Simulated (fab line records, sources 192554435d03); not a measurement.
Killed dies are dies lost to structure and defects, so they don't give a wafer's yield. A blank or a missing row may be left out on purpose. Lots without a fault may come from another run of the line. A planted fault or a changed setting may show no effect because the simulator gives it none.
Which tool did it? | flow n5_finfet | 10 lots, 30 wafers sampled, at 5 steps of a route of 1938

WHAT THE GAUGES READ, wafer by wafer
N5_FIN_CUT_CD_MEAS_08: target cd 29.1 nm. Usual: cd_nm 29.13 nm, standard deviation 0.21.
lot  | measured    | on        | cd_nm (nm)        | flag
L540 | day 2 09:26 | cd_sem-01 | 29.04 29.05 29.34 |
L541 | day 2 14:55 | cd_sem-02 | 28.91 28.97 28.83 |
L544 | day 3 09:11 | cd_sem-02 | 29.54 29.09 29.09 |
L545 | day 3 16:37 | cd_sem-02 | 29.20 29.29 29.32 |
L549 | day 4 14:46 | cd_sem-02 | 29.10 29.36 28.58 |
L551 | day 5 06:48 | cd_sem-02 | 29.42 29.22 28.66 |
L553 | day 5 14:53 | cd_sem-02 | 29.30 29.10 29.05 |
L555 | day 6 06:52 | cd_sem-02 | 29.03 28.90 29.10 |
L558 | day 7 00:10 | cd_sem-03 | 29.24 29.08 29.47 |
L560 | day 7 11:14 | cd_sem-01 | 29.32 29.30 29.13 |

N5_BEOL_M4_RC_MEAS_101. Usual: DIBL_N 35.9 mV/V, standard deviation 1.3; DIBL_P 36.3 mV/V, standard deviation 1.5; IOFF_N 0.153 nA/um, standard deviation 0.023; IOFF_P 0.208 nA/um, standard deviation 0.028; ION_N 672 uA/um, standard deviation 9.7; ION_P 462 uA/um, standard deviation 6.6; SS_N 71.5 mV/dec, standard deviation 0.53; SS_P 73.3 mV/dec, standard deviation 0.59; VT_N 250.4 mV, standard deviation 2.7; VT_P -250.5 mV, standard deviation 3.
lot  | measured     | on        | DIBL_N (mV/V)  | DIBL_P (mV/V)  | IOFF_N (nA/um)    | IOFF_P (nA/um)    | ION_N (uA/um) | ION_P (uA/um) | SS_N (mV/dec)  | SS_P (mV/dec)  | VT_N (mV)         | VT_P (mV)            | flag
L540 | day 8 15:58  | prober-01 | 35.9 37.1 37.2 | 35.8 37.6 37.0 | 0.154 0.182 0.181 | 0.189 0.213 0.215 | 673 677 684   | 457 457 465   | 71.3 71.6 72.2 | 73.1 73.7 74.0 | 251.8 251.6 248.6 | -254.4 -250.9 -250.2 |
L541 | day 9 02:06  | prober-02 | 34.1 33.4 34.4 | 36.7 36.1 36.6 | 0.150 0.139 0.148 | 0.207 0.206 0.195 | 674 665 664   | 467 463 455   | 71.5 71.5 71.6 | 73.5 73.4 73.8 | 247.2 248.8 246.3 | -250.3 -250.9 -252.2 |
L544 | day 9 19:38  | prober-02 | 35.9 37.1 34.8 | 36.9 38.6 36.6 | 0.143 0.173 0.137 | 0.198 0.225 0.194 | 655 671 666   | 451 461 459   | 71.9 71.3 70.9 | 72.9 73.9 72.7 | 253.9 248.6 251.7 | -255.0 -249.8 -250.7 |
L549 | day 10 20:38 | prober-01 | 35.1 35.7 35.5 | 34.6 35.3 34.3 | 0.125 0.141 0.130 | 0.201 0.216 0.203 | 666 670 668   | 466 462 463   | 70.8 71.6 71.7 | 72.6 73.7 73.0 | 253.6 248.8 253.1 | -245.9 -247.0 -245.9 |
L551 | day 11 11:40 | prober-02 | 36.8 34.5 35.1 | 35.5 33.3 33.3 | 0.161 0.123 0.129 | 0.211 0.178 0.176 | 677 660 659   | 454 452 454   | 71.4 71.1 71.6 | 74.0 72.7 73.3 | 253.2 253.4 254.8 | -251.8 -253.1 -253.2 |
L553 | day 12 04:38 | prober-02 | 36.0 37.6 36.6 | 36.8 37.8 36.5 | 0.177 0.198 0.174 | 0.237 0.244 0.235 | 687 664 676   | 471 460 465   | 71.6 72.9 71.9 | 73.8 74.2 73.4 | 243.4 246.2 246.1 | -248.4 -247.6 -246.4 |
L555 | day 12 15:55 | prober-02 | 36.5 36.5 36.9 | 37.9 37.4 37.7 | 0.160 0.157 0.169 | 0.218 0.206 0.215 | 675 682 669   | 461 459 455   | 70.8 71.5 71.6 | 73.0 73.5 73.4 | 251.5 254.7 251.7 | -249.8 -253.8 -250.4 |
L558 | day 13 15:25 | prober-01 | 33.7 33.9 34.0 | 34.3 34.7 35.1 | 0.136 0.137 0.144 | 0.213 0.212 0.223 | 665 670 686   | 462 466 476   | 70.9 70.4 71.5 | 73.3 72.4 73.6 | 251.6 250.3 251.4 | -247.8 -248.5 -245.7 |
L560 | day 14 01:19 | prober-02 | 37.1 36.4 36.6 | 38.5 37.5 37.4 | 0.190 0.170 0.165 | 0.239 0.215 0.209 | 690 691 679   | 472 468 462   | 71.4 71.4 71.7 | 74.4 74.6 73.0 | 247.0 248.6 249.0 | -248.6 -250.0 -248.8 |

WHICH TOOL RAN EACH LOT (tool, then ch and the chambers of the sampled wafers, then the start)
lot  | N5_FIN_SAQP_ETCH_64             | N5_STI_FIN_REVEAL_ALD_14         | N5_STI_FIN_REVEAL_STRIP_24
L540 | rie_si-03 ch 2,3, day 2 08:44   | ald_sin-01 ch 0,2, day 2 11:31   | rie_diel-06 ch 1,2,3, day 2 17:52
L541 | rie_si-01 ch 0,1,3, day 2 14:08 | ald_sin-02 ch 0,2,3, day 2 16:39 | rie_diel-05 ch 1,2,3, day 2 22:16
L544 | rie_si-06 ch 0,1,3, day 3 08:29 | ald_sin-02 ch 1,2, day 3 10:26   | rie_diel-05 ch 2,3, day 3 16:14
L545 | rie_si-03 ch 0,1,3, day 3 16:03 | ald_sin-03 ch 1,3, day 3 17:45   | rie_diel-03 ch 0,2, day 3 23:25
L549 | rie_si-01 ch 1,2,3, day 4 14:04 | ald_sin-01 ch 1,2,3, day 4 16:38 | rie_diel-06 ch 0,2, day 4 22:15
L551 | rie_si-06 ch 2,3, day 5 06:13   | ald_sin-03 ch 0,3, day 5 07:55   | rie_diel-05 ch 1,2,3, day 5 13:31
L553 | rie_si-03 ch 0,2,3, day 5 14:18 | ald_sin-03 ch 2,3, day 5 16:00   | rie_diel-03 ch 1,2,3, day 5 22:43
L555 | rie_si-06 ch 0,1,2, day 6 06:18 | ald_sin-03 ch 0,3, day 6 08:00   | rie_diel-03 ch 1,2, day 6 14:25
L558 | rie_si-01 ch 0,1,2, day 6 23:35 | ald_sin-03 ch 1,2,3, day 7 01:54 | rie_diel-06 ch 0,1,2, day 7 07:58
L560 | rie_si-06 ch 0, day 7 10:35     | ald_sin-03 ch 0,3, day 7 13:13   | rie_diel-03 ch 1,2,3, day 7 19:14
- N5_FIN_SAQP_ETCH_64: etches SiO2 in CF4, target depth 1.5 nm.
- N5_STI_FIN_REVEAL_ALD_14: deposits Si3N4, target thk 3 nm.
- N5_STI_FIN_REVEAL_STRIP_24: strips in N2/H2, time 90 s.

WHAT THE TOOLS THEMSELVES READ (means of the sampled wafers that have a number; where no wafer has one, the mark that the record gives instead)
N5_FIN_SAQP_ETCH_64. Usual: drypump_motor_current_A 5.5 A, standard deviation 0.54; oes_product_au 0.989 a.u., standard deviation 0.014; throttle_valve_pct 21.92 %, standard deviation 0.14.
lot  | tool      | drypump_motor_current_A (A) | oes_product_au (a.u.) | throttle_valve_pct (%) | flag
L540 | rie_si-03 | 5.8                         | 1.004                 | 22.08                  |
L541 | rie_si-01 | 5.4                         | 0.997                 | 21.88                  |
L544 | rie_si-06 | 5.2                         | 0.993                 | 21.85                  |
L545 | rie_si-03 | 6.0                         | 0.991                 | 21.91                  |
L549 | rie_si-01 | 5.6                         | 0.986                 | 21.91                  |
L551 | rie_si-06 | 5.6                         | 0.981                 | 21.91                  |
L553 | rie_si-03 | 6.0                         | 0.994                 | 22.01                  |
L555 | rie_si-06 | 5.2                         | 0.990                 | 21.77                  |
L558 | rie_si-01 | 5.6                         | 0.987                 | 21.97                  |
L560 | rie_si-06 | 4.9                         | 0.992                 | 21.97                  |

N5_STI_FIN_REVEAL_ALD_14. Usual: chamber_pressure_Torr 2.000 Torr, standard deviation 0.0042; heater_power_outer_w 514 W, standard deviation 51; heater_power_w 830 W, standard deviation 81.
lot  | tool       | chamber_pressure_Torr (Torr) | heater_power_outer_w (W) | heater_power_w (W) | flag
L540 | ald_sin-01 | 2.004                        | 497                      | 818                |
L541 | ald_sin-02 | 2.001                        | 608                      | 933                |
L544 | ald_sin-02 | -                            | -                        | -                  | OFF
L545 | ald_sin-03 | -                            | -                        | -                  | OFF
L549 | ald_sin-01 | 1.998                        | 502                      | 783                |
L551 | ald_sin-03 | 1.999                        | 502                      | 786                |
L553 | ald_sin-03 | 2.005                        | 492                      | 758                |
L555 | ald_sin-03 | 1.998                        | 511                      | 860                |
L558 | ald_sin-03 | 1.998                        | 498                      | 804                |
L560 | ald_sin-03 | 2.000                        | 498                      | 784                |

N5_STI_FIN_REVEAL_STRIP_24. Usual: drypump_motor_current_A 5.8 A, standard deviation 0.37; oes_product_au 0.76 a.u., standard deviation 0.084; rf_vpp_V 45.1 V, standard deviation 0.81; showerhead_plenum_p_Torr 3.31 Torr, standard deviation 0.13; throttle_valve_pct 12.30 %, standard deviation 0.26.
lot  | tool        | drypump_motor_current_A (A) | oes_product_au (a.u.) | rf_vpp_V (V) | showerhead_plenum_p_Torr (Torr) | throttle_valve_pct (%) | flag
L540 | rie_diel-06 | 6.1                         | 0.70                  | 45.4         | 3.30                            | 12.48                  |
L541 | rie_diel-05 | 5.7                         | 0.71                  | 44.6         | 3.21                            | 12.21                  |
L544 | rie_diel-05 | 5.6                         | 0.70                  | 45.1         | 3.20                            | 12.35                  |
L545 | rie_diel-03 | 5.7                         | 0.75                  | 45.0         | 3.29                            | 12.21                  |
L549 | rie_diel-06 | 6.1                         | 0.75                  | 45.8         | 3.33                            | 12.28                  |
L551 | rie_diel-05 | 5.7                         | 0.70                  | 44.4         | 3.20                            | 12.24                  |
L553 | rie_diel-03 | 6.1                         | 0.74                  | 45.0         | 3.38                            | 12.49                  |
L555 | rie_diel-03 | 6.0                         | 0.71                  | 45.9         | 3.36                            | 12.70                  |
L558 | rie_diel-06 | 5.8                         | 0.81                  | 45.7         | 3.39                            | 12.19                  |
L560 | rie_diel-03 | 6.1                         | 0.84                  | 44.7         | 3.37                            | 12.33                  |

THE ANSWER, worked out from the rows above alone
Rule: a lot is off if the mean of its wafers that have a number lies more than 3 standard deviations from the usual mean. A lot without any number at a reading at which 4 lots or more have one is off too. The other lots that the step has rows for count as sound. The gauges are gone through in route order, then the tools' own readings, and for those a lot's mean is taken as printed above. The first step at which some lot is off is used, and at that step the reading that is off furthest; a lot without a number counts as furthest.
Off: L544, L545, at N5_STI_FIN_REVEAL_ALD_14 (chamber_pressure_Torr). Without a number there: L544, L545.
A tool fits if, at that step or a process step before it, it ran every lot that is off, and no sound lot after the first of them. None of those tried fits.

WHAT THE SIMULATOR HAD PUT IN
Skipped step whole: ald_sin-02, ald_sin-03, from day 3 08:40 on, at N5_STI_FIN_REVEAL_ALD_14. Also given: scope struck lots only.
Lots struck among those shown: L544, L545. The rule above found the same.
